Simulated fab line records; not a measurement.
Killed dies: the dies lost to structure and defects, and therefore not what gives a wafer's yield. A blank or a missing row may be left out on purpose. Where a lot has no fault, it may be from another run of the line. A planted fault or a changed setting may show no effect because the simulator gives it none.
fab line records	flow n5-finfet
[record] lots = 24	wafers = 72	last-day = 17
route steps=1938 shown BEOL_M12@1648 BEOL_M13@1659
lots that met no fault: from a run of the same line without faults
start-h: hours from the record's opening day to when the first of the lot's shown wafers began	wait-h: hours from the lot's prior step to this one	" repeats the value in the row above	L1.1+2: several wafers, shown together as one row	- value missing, or start not given	* or withheld: withheld	< > ~ a bound
route shown NAME@n: NAME is a module with steps in the file, n the number in the route of the first one	usual: mean/standard deviation taken from wafers without a fault	same: alike in all rows	chamber/n: place in a boat	sites: the reading at each site	_std_site: the values' standard deviation	_edge_site: the outer-site mean with the inner-site mean subtracted	radius-mm: for every site, how far away it sits from the centre of the wafer	mask NAME#n: copy n	behind: the last tool/chamber to shape the wafer	hold: cause of the lot's hold/its duration in hours/its outcome	device: which transistor (n, p or np) failed to switch	end of line: at the end of the route, the tests of the same wafers	a step with no rows: only its recipe	killed: dies lost to structure and defects at the first sort, not the wafer's yield	map: a wafer's dies, x killed, . not, _ none there
set.NAME: setting as actually run; set.NAME@STEP: the setting as run at that earlier step	model.NAME: the simulator's own value behind a step, which no gauge read
route steps across a sampled set of lots; one table per step, one row per wafer
services: when a tool's chamber went out of use (start-h, in hours from the record's first day, below 0 if earlier), for how many hours, and the reason
[[steps]]
[step N5_BEOL_M12_SPUTTER_43]
[recipe] material = TaN	target-thk-a = 150	temp-c = 50	bias-v = 168.6	power-w = 15000	chamber-pressure-pa = 0.12	time-s = 24.19
[usual] throttle-valve-pct = 30.1/1.2
lot.wafer	tool	chamber	start-h	wait-h	throttle-valve-pct
L075.3	pvd-sputter-01	-	225.23	0.0	28.8
L075.4	"	-	"	"	30.6
L075.6	"	-	"	"	30.9
L074.3	pvd-sputter-03	-	225.63	0.0	30.5
L074.5	"	-	"	"	30.2
L074.6	"	-	"	"	32.1
L076.3	pvd-sputter-03	-	242.54	0.0	29.8
L076.4	"	-	"	"	30.0
L076.6	"	-	"	"	30.0
L077.2	pvd-sputter-03	-	250.01	0.0	32.2
L077.5	"	-	"	"	30.1
L077.6	"	-	"	"	32.2
L078.1	pvd-sputter-03	-	256.43	0.0	29.8
L078.3	"	-	"	"	30.4
L078.6	"	-	"	"	30.3
L079.1	pvd-sputter-02	-	263.33	0.0	29.8
L079.3	"	-	"	"	30.3
L079.5	"	-	"	"	28.9
L080.1	pvd-sputter-03	-	263.78	0.0	32.1
L080.2	"	-	"	"	30.1
L080.4	"	-	"	"	30.2
L082.1	pvd-sputter-03	-	272.74	0.0	30.5
L082.2	"	-	"	"	30.0
L082.3	"	-	"	"	31.9
L081.2	pvd-sputter-02	-	273.59	0.0	28.7
L081.5	"	-	"	"	30.2
L081.6	"	-	"	"	28.6
L083.3	pvd-sputter-01	-	285.69	0.0	30.9
L083.4	"	-	"	"	29.6
L083.5	"	-	"	"	28.7
L084.3	pvd-sputter-01	-	292.93	0.0	29.0
L084.4	"	-	"	"	30.7
L084.6	"	-	"	"	30.8
L086.2	pvd-sputter-03	-	297.04	0.0	30.3
L086.3	"	-	"	"	29.8
L086.5	"	-	"	"	32.0
L085.2	pvd-sputter-01	-	299.98	0.0	31.4
L085.4	"	-	"	"	31.1
L085.5	"	-	"	"	30.6
L087.3	pvd-sputter-01	-	305.59	0.0	29.5
L087.4	"	-	"	"	29.1
L087.5	"	-	"	"	30.9
L088.1	pvd-sputter-03	-	322.02	0.0	30.4
L088.3	"	-	"	"	30.2
L088.5	"	-	"	"	29.8
L090.2	pvd-sputter-03	-	324.92	0.0	29.9
L090.5	"	-	"	"	32.0
L090.6	"	-	"	"	30.4
L089.1	pvd-sputter-01	-	325.06	0.0	30.7
L089.5	"	-	"	"	29.0
L089.6	"	-	"	"	29.3
L091.1	pvd-sputter-01	-	339.43	0.0	29.4
L091.2	"	-	"	"	31.4
L091.6	"	-	"	"	31.2
L092.1	pvd-sputter-02	-	340.65	0.0	29.6
L092.3	"	-	"	"	27.0
L092.4	"	-	"	"	30.4
L093.2	pvd-sputter-03	-	343.15	0.0	30.3
L093.4	"	-	"	"	30.1
L093.5	"	-	"	"	30.3
L094.1	pvd-sputter-02	-	349.06	0.0	28.7
L094.2	"	-	"	"	26.8
L094.3	"	-	"	"	30.1
L095.2	pvd-sputter-02	-	355.60	0.0	29.8
L095.3	"	-	"	"	26.8
L095.5	"	-	"	"	29.9
L096.2	pvd-sputter-01	-	361.07	0.0	31.1
L096.4	"	-	"	"	29.2
L096.5	"	-	"	"	29.3
L097.1	pvd-sputter-03	-	370.81	0.0	30.2
L097.3	"	-	"	"	30.0
L097.5	"	-	"	"	30.0
[step N5_BEOL_M12_ANNEAL_48]
[recipe] temp-c = 225	time-s = 90	ambient = N2
[usual] wafer_temp_C_max = 226.0/0.47
lot.wafer	tool	chamber	start-h	wait-h	wafer_temp_C_max
L075.3	rtp-anneal-01	0	227.46	1.9	226.3
L075.4	"	0	"	"	226.6
L075.6	"	0	"	"	226.8
L074.3	rtp-anneal-01	0	227.73	1.7	226.8
L074.5	"	0	"	"	226.4
L074.6	"	0	"	"	226.6
L076.3	rtp-anneal-02	0	243.06	0.2	225.6
L076.4	"	0	"	"	225.7
L076.6	"	0	"	"	225.6
L077.2	rtp-anneal-01	0	250.62	0.3	226.4
L077.5	"	0	"	"	226.1
L077.6	"	0	"	"	226.1
L078.1	rtp-anneal-01	0	256.97	0.2	226.3
L078.3	"	0	"	"	225.7
L078.6	"	0	"	"	226.1
L079.1	rtp-anneal-02	0	264.27	0.6	225.7
L079.3	"	0	"	"	225.9
L079.5	"	0	"	"	225.9
L080.1	rtp-anneal-01	0	264.31	0.2	226.4
L080.2	"	0	"	"	226.7
L080.4	"	0	"	"	226.9
L082.1	rtp-anneal-02	0	273.16	0.1	226.0
L082.2	"	0	"	"	226.1
L082.3	"	0	"	"	225.7
L081.2	rtp-anneal-01	0	274.28	0.4	226.1
L081.5	"	0	"	"	226.6
L081.6	"	0	"	"	226.3
L083.3	rtp-anneal-02	0	286.20	0.2	225.6
L083.4	"	0	"	"	225.8
L083.5	"	0	"	"	225.5
L084.3	rtp-anneal-02	0	293.44	0.2	225.7
L084.4	"	0	"	"	225.7
L084.6	"	0	"	"	225.5
L086.2	rtp-anneal-02	0	297.50	0.1	225.9
L086.3	"	0	"	"	225.7
L086.5	"	0	"	"	226.0
L085.2	rtp-anneal-01	0	300.48	0.2	227.0
L085.4	"	0	"	"	226.5
L085.5	"	0	"	"	226.5
L087.3	rtp-anneal-01	0	306.10	0.2	226.7
L087.4	"	0	"	"	226.3
L087.5	"	0	"	"	226.4
L088.1	rtp-anneal-02	0	322.90	0.6	225.2
L088.3	"	0	"	"	225.4
L088.5	"	0	"	"	225.9
L090.2	rtp-anneal-02	0	325.38	0.1	225.6
L090.5	"	0	"	"	225.4
L090.6	"	0	"	"	225.9
L089.1	rtp-anneal-01	0	325.48	0.1	227.0
L089.5	"	0	"	"	226.3
L089.6	"	0	"	"	225.8
L091.1	rtp-anneal-02	0	339.85	0.1	225.5
L091.2	"	0	"	"	225.6
L091.6	"	0	"	"	225.7
L092.1	rtp-anneal-01	0	341.10	0.1	226.3
L092.3	"	0	"	"	226.5
L092.4	"	0	"	"	226.3
L093.2	rtp-anneal-02	0	343.62	0.1	225.7
L093.4	"	0	"	"	225.7
L093.5	"	0	"	"	225.9
L094.1	rtp-anneal-02	0	349.48	0.1	225.7
L094.2	"	0	"	"	225.7
L094.3	"	0	"	"	225.9
L095.2	rtp-anneal-01	0	356.06	0.1	226.6
L095.3	"	0	"	"	226.4
L095.5	"	0	"	"	226.5
L096.2	rtp-anneal-02	0	361.53	0.1	225.6
L096.4	"	0	"	"	225.6
L096.5	"	0	"	"	225.4
L097.1	rtp-anneal-02	0	371.35	0.2	225.6
L097.3	"	0	"	"	225.5
L097.5	"	0	"	"	225.8
[step N5_BEOL_M13_ILD_DEP_00]
[recipe] material = SiOC	target-thk-a = 8379.2	temp-c = 350	precursor = DEMS/O2	pressure-torr = 5	rf-w = 500	time-s = 166.4
[usual] chamber-pressure-Torr = 4.999/0.011	heater-power-w = 482/83	showerhead-plenum-p-Torr = 5.689/0.0092	throttle-valve-pct = 11.8/0.58
lot.wafer	tool	chamber	start-h	wait-h	chamber-pressure-Torr	heater-power-w	showerhead-plenum-p-Torr	throttle-valve-pct
L075.3	pecvd-02	2	228.18	0.0	4.997	395	5.682	11.1
L075.4	"	1	"	"	4.973	472	5.688	12.4
L075.6	"	0	"	"	5.001	509	5.701	11.8
L074.3	pecvd-03	1	228.50	0.1	4.996	571	5.703	11.2
L074.5	"	0	"	"	4.973	418	5.701	11.6
L074.6	"	1	"	"	5.008	467	5.696	11.1
L076.3	pecvd-04	2	243.74	0.0	5.008	625	5.696	11.6
L076.4	"	2	"	"	4.992	661	5.696	11.6
L076.6	"	1	"	"	4.995	667	5.682	12.5
L077.2	pecvd-04	2	251.36	0.0	5.022	547	5.687	11.5
L077.5	"	1	"	"	4.994	667	5.690	12.4
L077.6	"	0	"	"	4.999	492	5.678	12.6
L078.1	pecvd-02	1	257.76	0.0	4.999	492	5.687	12.6
L078.3	"	2	"	"	5.019	444	5.672	10.9
L078.6	"	2	"	"	4.994	358	5.702	11.0
L079.1	pecvd-02	1	265.05	0.0	4.996	492	5.685	12.5
L079.3	"	2	"	"	4.996	378	5.689	11.1
L079.5	"	0	"	"	4.975	405	5.678	11.9
L080.1	pecvd-04	2	265.09	0.0	4.997	644	5.694	11.9
L080.2	"	1	"	"	4.999	561	5.682	12.5
L080.4	"	0	"	"	4.984	489	5.672	12.6
L082.1	pecvd-02	0	273.96	0.0	4.993	448	5.705	12.0
L082.2	"	1	"	"	4.987	407	5.686	12.7
L082.3	"	2	"	"	5.010	457	5.700	11.2
L081.2	pecvd-03	1	275.03	0.0	5.007	551	5.674	10.8
L081.5	"	0	"	"	5.010	548	5.682	12.0
L081.6	"	1	"	"	5.004	578	5.701	11.0
L083.3	pecvd-02	1	286.89	0.0	5.018	475	5.706	12.6
L083.4	"	0	"	"	4.989	477	5.694	11.9
L083.5	"	2	"	"	4.980	360	5.692	10.9
L084.3	pecvd-03	2	294.13	0.0	4.993	403	5.698	12.4
L084.4	"	1	"	"	4.982	462	5.697	11.0
L084.6	"	0	"	"	5.003	525	5.695	11.9
L086.2	pecvd-02	2	298.24	0.0	4.989	360	5.683	10.8
L086.3	"	1	"	"	5.002	433	5.696	12.4
L086.5	"	2	"	"	4.981	396	5.688	11.1
L085.2	pecvd-02	2	301.21	0.0	5.010	363	5.681	11.0
L085.4	"	2	"	"	5.012	404	5.672	10.7
L085.5	"	0	"	"	4.988	506	5.684	11.9
L087.3	pecvd-04	1	306.85	0.1	5.016	680	5.689	12.6
L087.4	"	0	"	"	4.985	422	5.681	12.5
L087.5	"	0	"	"	4.999	455	5.663	12.4
L088.1	pecvd-03	2	323.68	0.0	5.011	385	5.685	12.3
L088.3	"	0	"	"	4.994	508	5.696	11.7
L088.5	"	0	"	"	5.009	526	5.686	11.8
L090.2	pecvd-04	0	326.12	0.0	5.003	444	5.692	12.3
L090.5	"	2	"	"	5.005	614	5.703	11.5
L090.6	"	0	"	"	4.992	470	5.678	12.7
L089.1	pecvd-02	2	326.27	0.0	5.008	397	5.688	11.0
L089.5	"	0	"	"	4.995	518	5.685	11.6
L089.6	"	2	"	"	4.999	424	5.703	10.9
L091.1	pecvd-03	2	340.64	0.0	4.996	408	5.688	11.9
L091.2	"	1	"	"	4.996	611	5.682	11.1
L091.6	"	1	"	"	4.995	479	5.681	11.0
L092.1	pecvd-02	1	341.89	0.0	5.006	485	5.689	12.3
L092.3	"	2	"	"	5.008	465	5.683	11.3
L092.4	"	0	"	"	4.987	411	5.695	12.0
L093.2	pecvd-03	0	344.35	0.0	5.006	512	5.695	11.8
L093.4	"	0	"	"	4.997	542	5.697	11.9
L093.5	"	2	"	"	4.994	382	5.690	12.0
L094.1	pecvd-02	0	350.26	0.0	5.014	436	5.685	11.9
L094.2	"	2	"	"	4.974	394	5.694	10.8
L094.3	"	1	"	"	5.009	433	5.697	12.6
L095.2	pecvd-02	2	356.80	0.0	5.016	433	5.688	11.1
L095.3	"	1	"	"	4.994	424	5.701	12.2
L095.5	"	1	"	"	5.008	449	5.695	12.4
L096.2	pecvd-03	2	362.31	0.0	4.984	403	5.715	12.0
L096.4	"	0	"	"	5.020	524	5.693	11.9
L096.5	"	1	"	"	5.004	577	5.680	11.0
L097.1	pecvd-03	0	372.13	0.0	5.012	485	5.691	11.9
L097.3	"	1	"	"	5.005	549	5.682	10.9
L097.5	"	0	"	"	4.992	512	5.707	11.8
[step N5_BEOL_M13_STRIP_63]
[recipe] chemistry = N2/H2	power-w = 1000	temp-c = 250	h2-frac = 0.65	overash-fraction = 0.3	pressure-mtorr = 1000	n2-flow-sccm = 1750	h2-flow-sccm = 3250
[usual] drypump-motor-current-A = 5.4/0.37	heater-power-w = 305/12	n2-flow-sccm = 1749/5.3	oes-product-au = 0.676/0.0049	strip-time-to-endpoint-s = 28.4/1.3
lot.wafer	tool	chamber	start-h	wait-h	drypump-motor-current-A	heater-power-w	n2-flow-sccm	oes-product-au	rf-hours-counter-h	strip-time-to-endpoint-s
L075.3	plasma-asher-02	1	229.22	-	5.8	304	1747	0.684	-	29.9
L075.4	"	0	"	"	5.8	322	1748	0.674	-	26.8
L075.6	"	1	"	"	5.8	304	1743	0.667	-	27.2
L074.3	plasma-asher-02	0	229.39	-	5.8	319	1742	0.678	-	27.6
L074.5	"	1	"	"	5.8	304	1744	0.674	-	28.3
L074.6	"	0	"	"	5.8	327	1745	0.667	-	27.9
L076.3	plasma-asher-01	1	244.63	-	5.3	303	1748	0.672	-	29.1
L076.4	"	0	"	"	5.0	291	1755	0.671	-	27.9
L076.6	"	1	"	"	5.2	298	1742	0.685	-	27.8
L077.2	plasma-asher-02	0	252.35	-	5.8	333	1747	0.673	115	30.4
L077.5	"	1	"	"	5.9	306	1749	0.680	-	29.4
L077.6	"	0	"	"	5.8	325	1752	0.678	-	28.8
L078.1	plasma-asher-01	0	258.63	-	4.9	295	1755	0.672	76	27.3
L078.3	"	0	"	"	5.0	291	1754	0.678	-	28.6
L078.6	"	0	"	"	5.0	295	1751	0.671	-	26.3
L079.1	plasma-asher-02	1	266.11	-	5.9	301	1751	0.678	118	27.8
L079.3	"	0	"	"	5.8	329	1757	0.674	-	28.3
L079.5	"	0	"	"	5.8	324	1748	0.676	-	27.2
L080.1	plasma-asher-02	0	266.23	-	5.8	334	1747	0.673	118	30.6
L080.2	"	1	"	"	5.9	301	1753	0.682	118	29.3
L080.4	"	0	"	"	5.8	326	1745	0.681	-	28.1
L082.1	plasma-asher-01	0	274.82	-	4.9	292	1745	0.675	80	27.7
L082.2	"	1	"	"	5.3	311	1747	0.676	80	26.9
L082.3	"	0	"	"	4.9	290	1741	0.680	-	28.1
L081.2	plasma-asher-01	1	276.31	-	5.2	299	1739	0.678	80	29.2
L081.5	"	1	"	"	5.3	295	1744	0.675	-	28.4
L081.6	"	0	"	"	4.9	296	1754	0.678	-	27.0
L083.3	plasma-asher-01	0	288.09	-	5.0	288	1749	0.677	-	27.4
L083.4	"	1	"	"	5.3	304	1748	0.672	-	25.7
L083.5	"	1	"	"	5.3	299	1752	0.669	-	28.0
L084.3	plasma-asher-02	0	295.14	-	5.8	316	1745	0.668	-	29.4
L084.4	"	1	"	"	5.8	310	1753	0.674	-	27.7
L084.6	"	1	"	"	5.9	304	1750	0.676	-	29.5
L086.2	plasma-asher-01	0	299.10	-	4.9	295	1747	0.679	85	29.0
L086.3	"	1	"	"	5.3	306	1749	0.675	-	27.9
L086.5	"	1	"	"	5.3	301	1749	0.677	-	28.3
L085.2	plasma-asher-02	0	302.20	-	5.8	322	1752	0.683	126	28.2
L085.4	"	1	"	"	5.8	307	1756	0.669	-	28.7
L085.5	"	0	"	"	5.8	310	1747	0.674	-	27.1
L087.3	plasma-asher-01	0	307.74	-	5.0	299	1756	0.677	-	27.8
L087.4	"	1	"	"	5.3	301	1750	0.672	-	26.4
L087.5	"	0	"	"	5.0	283	1755	0.666	-	26.5
L088.1	plasma-asher-01	0	324.90	-	4.9	285	1750	0.681	89	30.4
L088.3	"	1	"	"	5.3	308	1744	0.681	-	31.0
L088.5	"	1	"	"	5.3	306	1746	0.677	-	29.7
L090.2	plasma-asher-01	1	327.21	-	5.3	307	1758	0.675	90	29.1
L090.5	"	1	"	"	5.3	294	1762	0.671	-	28.0
L090.6	"	0	"	"	4.9	283	1747	0.672	-	26.0
L089.1	plasma-asher-01	0	327.48	-	4.9	289	1755	0.683	90	28.3
L089.5	"	0	"	"	4.9	292	1754	0.662	-	26.2
L089.6	"	1	"	"	5.3	308	1747	0.678	-	28.2
L091.1	plasma-asher-02	1	341.63	-	5.9	302	1754	0.677	135	28.9
L091.2	"	0	"	"	5.7	312	1750	0.680	135	30.1
L091.6	"	0	"	"	5.8	318	1739	0.673	-	26.8
L092.1	plasma-asher-02	0	342.91	-	5.8	320	1757	0.677	136	27.6
L092.3	"	1	"	"	5.9	303	1740	0.683	-	28.7
L092.4	"	0	"	"	5.8	322	1746	0.676	-	27.6
L093.2	plasma-asher-01	0	345.26	-	5.0	297	1754	0.681	91	31.1
L093.4	"	1	"	"	5.3	308	1746	0.672	-	30.8
L093.5	"	1	"	"	5.2	299	1750	0.677	-	29.1
L094.1	plasma-asher-01	1	351.25	-	5.3	298	1766	0.677	91	29.2
L094.2	"	0	"	"	4.9	295	1750	0.675	91	30.1
L094.3	"	1	"	"	5.2	296	1761	0.678	-	29.1
L095.2	plasma-asher-01	1	357.66	-	5.3	303	1751	0.682	93	28.7
L095.3	"	0	"	"	4.9	299	1753	0.675	-	28.7
L095.5	"	1	"	"	5.3	306	1744	0.675	-	26.3
L096.2	plasma-asher-02	1	363.17	-	5.9	305	1740	0.679	141	29.7
L096.4	"	0	"	"	5.8	328	1751	0.674	-	29.1
L096.5	"	0	"	"	5.8	319	1744	0.674	-	29.6
L097.1	plasma-asher-02	1	373.17	-	5.8	306	1744	0.676	143	28.8
L097.3	"	0	"	"	5.8	321	1752	0.681	-	29.7
L097.5	"	1	"	"	5.8	306	1752	0.678	-	28.9
[step N5_BEOL_M13_SPUTTER_43]
[recipe] material = TaN	target-thk-a = 150	temp-c = 50	bias-v = 168.6	power-w = 15000	chamber-pressure-pa = 0.12	time-s = 24.19
[usual] throttle-valve-pct = 29.9/1.3
lot.wafer	tool	chamber	start-h	wait-h	throttle-valve-pct
L075.3	pvd-sputter-02	-	233.06	0.0	26.7
L075.4	"	-	"	"	29.9
L075.6	"	-	"	"	30.1
L074.3	pvd-sputter-03	-	233.49	0.0	29.9
L074.5	"	-	"	"	30.0
L074.6	"	-	"	"	30.1
L076.3	pvd-sputter-01	-	248.96	0.0	31.4
L076.4	"	-	"	"	30.7
L076.6	"	-	"	"	30.8
L077.2	pvd-sputter-03	-	254.15	0.0	30.0
L077.5	"	-	"	"	30.3
L077.6	"	-	"	"	29.7
L078.1	pvd-sputter-01	-	261.13	0.0	30.7
L078.3	"	-	"	"	31.0
L078.6	"	-	"	"	31.1
L079.1	pvd-sputter-03	-	271.62	0.0	29.9
L079.3	"	-	"	"	32.4
L079.5	"	-	"	"	32.4
L080.1	pvd-sputter-02	-	272.87	0.0	30.2
L080.2	"	-	"	"	28.6
L080.4	"	-	"	"	27.0
L082.1	pvd-sputter-03	-	277.28	0.0	31.9
L082.2	"	-	"	"	29.9
L082.3	"	-	"	"	30.4
L081.2	pvd-sputter-02	-	279.73	0.0	30.2
L081.5	"	-	"	"	26.8
L081.6	"	-	"	"	28.6
L083.3	pvd-sputter-02	-	289.96	0.0	26.8
L083.4	"	-	"	"	30.3
L083.5	"	-	"	"	27.0
L084.3	pvd-sputter-03	-	297.48	0.0	30.5
L084.4	"	-	"	"	30.0
L084.6	"	-	"	"	29.9
L086.2	pvd-sputter-01	-	301.59	0.0	29.0
L086.3	"	-	"	"	29.6
L086.5	"	-	"	"	28.9
L085.2	pvd-sputter-03	-	304.74	0.0	30.2
L085.4	"	-	"	"	30.3
L085.5	"	-	"	"	30.2
L087.3	pvd-sputter-03	-	315.04	0.0	30.3
L087.4	"	-	"	"	29.7
L087.5	"	-	"	"	30.1
L088.1	pvd-sputter-02	-	326.89	0.0	28.8
L088.3	"	-	"	"	26.7
L088.5	"	-	"	"	28.6
L090.2	pvd-sputter-03	-	330.02	0.0	31.8
L090.5	"	-	"	"	30.0
L090.6	"	-	"	"	31.9
L089.1	pvd-sputter-03	-	330.68	0.0	30.1
L089.5	"	-	"	"	32.1
L089.6	"	-	"	"	29.9
L092.1	pvd-sputter-03	-	346.27	0.0	32.1
L092.3	"	-	"	"	30.3
L092.4	"	-	"	"	29.8
L091.1	pvd-sputter-02	-	346.73	0.0	29.6
L091.2	"	-	"	"	30.3
L091.6	"	-	"	"	28.7
L093.2	pvd-sputter-03	-	348.05	0.0	29.9
L093.4	"	-	"	"	30.6
L093.5	"	-	"	"	31.9
L094.1	pvd-sputter-02	-	356.12	0.0	29.7
L094.2	"	-	"	"	30.1
L094.3	"	-	"	"	28.7
L095.2	pvd-sputter-01	-	360.67	0.0	30.7
L095.3	"	-	"	"	28.9
L095.5	"	-	"	"	29.2
L096.2	pvd-sputter-01	-	365.99	0.0	30.8
L096.4	"	-	"	"	29.3
L096.5	"	-	"	"	29.2
L097.1	pvd-sputter-03	-	378.04	0.0	30.5
L097.3	"	-	"	"	30.1
L097.5	"	-	"	"	30.4
[step N5_BEOL_M13_SPUTTER_44]
[recipe] material = Ta	target-thk-a = 100	temp-c = 50	bias-v = 80	power-w = 15000	chamber-pressure-pa = 0.07	time-s = 16.13
[usual] throttle-valve-pct = 29.9/1.3
lot.wafer	tool	chamber	start-h	wait-h	throttle-valve-pct
L075.3	pvd-sputter-02	-	233.14	0.0	26.5
L075.4	"	-	"	"	29.8
L075.6	"	-	"	"	29.8
L074.3	pvd-sputter-03	-	233.57	0.0	30.0
L074.5	"	-	"	"	29.9
L074.6	"	-	"	"	30.3
L076.3	pvd-sputter-01	-	249.04	0.0	31.3
L076.4	"	-	"	"	30.6
L076.6	"	-	"	"	30.8
L077.2	pvd-sputter-03	-	254.23	0.0	30.3
L077.5	"	-	"	"	30.3
L077.6	"	-	"	"	29.9
L078.1	pvd-sputter-01	-	261.21	0.0	30.6
L078.3	"	-	"	"	31.1
L078.6	"	-	"	"	31.2
L079.1	pvd-sputter-03	-	271.70	0.0	29.7
L079.3	"	-	"	"	32.1
L079.5	"	-	"	"	32.0
L080.1	pvd-sputter-02	-	272.95	0.0	30.2
L080.2	"	-	"	"	28.9
L080.4	"	-	"	"	26.7
L082.1	pvd-sputter-03	-	277.36	0.0	32.1
L082.2	"	-	"	"	29.8
L082.3	"	-	"	"	30.7
L081.2	pvd-sputter-02	-	279.81	0.0	30.2
L081.5	"	-	"	"	26.9
L081.6	"	-	"	"	28.7
L083.3	pvd-sputter-02	-	290.04	0.0	27.0
L083.4	"	-	"	"	30.2
L083.5	"	-	"	"	27.0
L084.3	pvd-sputter-03	-	297.56	0.0	30.2
L084.4	"	-	"	"	30.3
L084.6	"	-	"	"	29.9
L086.2	pvd-sputter-01	-	301.67	0.0	28.9
L086.3	"	-	"	"	29.3
L086.5	"	-	"	"	28.9
L085.2	pvd-sputter-03	-	304.82	0.0	29.7
L085.4	"	-	"	"	30.5
L085.5	"	-	"	"	30.2
L087.3	pvd-sputter-03	-	315.12	0.0	30.2
L087.4	"	-	"	"	30.1
L087.5	"	-	"	"	30.0
L088.1	pvd-sputter-02	-	326.97	0.0	28.6
L088.3	"	-	"	"	26.6
L088.5	"	-	"	"	28.7
L090.2	pvd-sputter-03	-	330.10	0.0	31.8
L090.5	"	-	"	"	30.1
L090.6	"	-	"	"	32.3
L089.1	pvd-sputter-03	-	330.76	0.0	30.4
L089.5	"	-	"	"	31.9
L089.6	"	-	"	"	30.0
L092.1	pvd-sputter-03	-	346.35	0.0	31.9
L092.3	"	-	"	"	30.3
L092.4	"	-	"	"	29.9
L091.1	pvd-sputter-02	-	346.81	0.0	29.5
L091.2	"	-	"	"	30.4
L091.6	"	-	"	"	28.5
L093.2	pvd-sputter-03	-	348.13	0.0	30.2
L093.4	"	-	"	"	30.3
L093.5	"	-	"	"	31.9
L094.1	pvd-sputter-02	-	356.20	0.0	29.9
L094.2	"	-	"	"	30.0
L094.3	"	-	"	"	28.4
L095.2	pvd-sputter-01	-	360.75	0.0	30.6
L095.3	"	-	"	"	28.6
L095.5	"	-	"	"	29.4
L096.2	pvd-sputter-01	-	366.07	0.0	30.6
L096.4	"	-	"	"	29.4
L096.5	"	-	"	"	29.7
L097.1	pvd-sputter-03	-	378.12	0.0	30.3
L097.3	"	-	"	"	30.2
L097.5	"	-	"	"	30.4
[[services]]
tool	chamber	start-h	hours	kind
plasma-asher-01	-	202.47	0.5	repair
pecvd-04	-	218.53	6.0	pm
plasma-asher-02	-	222.92	0.5	repair
pecvd-03	2	228.10	7.4	repair
pecvd-02	0	238.79	12.3	repair
plasma-asher-02	-	239.34	2.8	pm
pecvd-04	0	259.29	2.1	scheduled-down
plasma-asher-01	-	265.42	1.4	repair
pecvd-04	0	272.73	8.0	repair
pecvd-04	-	286.91	2.5	repair
pecvd-04	2	305.03	5.5	scheduled-down
pecvd-03	-	305.30	1.0	repair
plasma-asher-01	-	316.74	2.5	repair
pecvd-03	-	330.53	1.1	repair
plasma-asher-01	-	330.66	14.6	pm
pecvd-02	0	342.26	4.8	repair
pecvd-04	-	374.48	1.1	repair
pecvd-03	2	377.92	5.5	scheduled-down
[[key]]
fault none
